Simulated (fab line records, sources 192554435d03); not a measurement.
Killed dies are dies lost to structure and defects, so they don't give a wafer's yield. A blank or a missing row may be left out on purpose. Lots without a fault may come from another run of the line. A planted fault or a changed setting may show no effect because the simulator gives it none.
Chamber matching | flow n5_finfet | N5_BEOL_M0_STRIP_104 on rie_diel-01: 4 sister chambers
The step strips in N2/H2. 18 wafers are shown with their chamber, then 9 later ones without.

WAFERS WITH THEIR CHAMBER
wafer  | chamber | drypump_motor_current_A (A) | showerhead_plenum_p_Torr (Torr) | throttle_valve_pct (%)
L074.1 | 3       | 5.4                         | 2.57                            | 23.58
L074.4 | 0       | 6.5                         | 2.72                            | 23.47
L074.6 | 1       | 5.4                         | 2.53                            | 23.91
L079.3 | 3       | 5.4                         | 2.56                            | 23.61
L079.4 | 3       | 5.4                         | 2.56                            | 23.58
L079.6 | 1       | 5.4                         | 2.53                            | 23.90
L082.1 | 3       | 5.4                         | 2.56                            | 23.59
L082.4 | 2       | 5.3                         | 2.60                            | 23.73
L082.6 | 1       | 5.4                         | 2.52                            | 23.90
L085.2 | 2       | 5.3                         | 2.60                            | 23.73
L085.4 | 3       | 5.4                         | 2.56                            | 23.60
L085.6 | 0       | 6.5                         | 2.71                            | 23.49
L086.2 | 3       | 5.4                         | 2.56                            | 23.61
L086.4 | 2       | 5.3                         | 2.60                            | 23.70
L086.6 | 3       | 5.4                         | 2.56                            | 23.65
L088.2 | 3       | 5.4                         | 2.56                            | 23.61
L088.3 | 2       | 5.3                         | 2.59                            | 23.70
L088.4 | 1       | 5.3                         | 2.52                            | 23.92

SIGNATURES (means of the wafers above)
reading                  | chamber 0 | chamber 1 | chamber 2 | chamber 3 | scatter within a chamber
drypump_motor_current_A  | 6.500     | 5.375     | 5.300     | 5.400     | 0.0231
showerhead_plenum_p_Torr | 2.7150    | 2.5250    | 2.5975    | 2.5613    | 0.00472
throttle_valve_pct       | 23.4800   | 23.9075   | 23.7150   | 23.6037   | 0.0188
Rule: a wafer's distance from a chamber is the root of the sum, over the readings, of the square of ((its reading less the chamber's mean) divided by the reading's scatter). The wafer belongs to the nearest chamber; if the next one is less than 2 further off, it can't be placed. The scatter: the root of (the sum of the squares of (reading less its chamber's mean) over the shown wafers, divided by (wafers less chambers)).

WAFERS WITHOUT THEIR CHAMBER
wafer  | drypump_motor_current_A (A) | showerhead_plenum_p_Torr (Torr) | throttle_valve_pct (%)
L090.2 | 6.5                         | 2.71                            | 23.47
L090.3 | 5.3                         | 2.59                            | 23.72
L090.4 | 5.4                         | 2.55                            | 23.64
L093.1 | 5.4                         | 2.51                            | 23.91
L093.3 | 5.3                         | 2.59                            | 23.73
L093.4 | 5.4                         | 2.55                            | 23.65
L095.2 | 5.4                         | 2.51                            | 23.90
L095.5 | 5.3                         | 2.59                            | 23.76
L095.6 | 5.4                         | 2.55                            | 23.66

WHICH CHAMBER EACH WENT THROUGH
wafer  | from the rows above | in truth
L090.2 | 0                   | 0
L090.3 | 2                   | 2
L090.4 | 3                   | 3
L093.1 | 1                   | 1
L093.3 | 2                   | 2
L093.4 | 3                   | 3
L095.2 | 1                   | 1
L095.5 | 2                   | 2
L095.6 | 3                   | 3
Placed correctly: 9 of 9. Can't be placed from these rows: 0. Placed wrongly: 0.
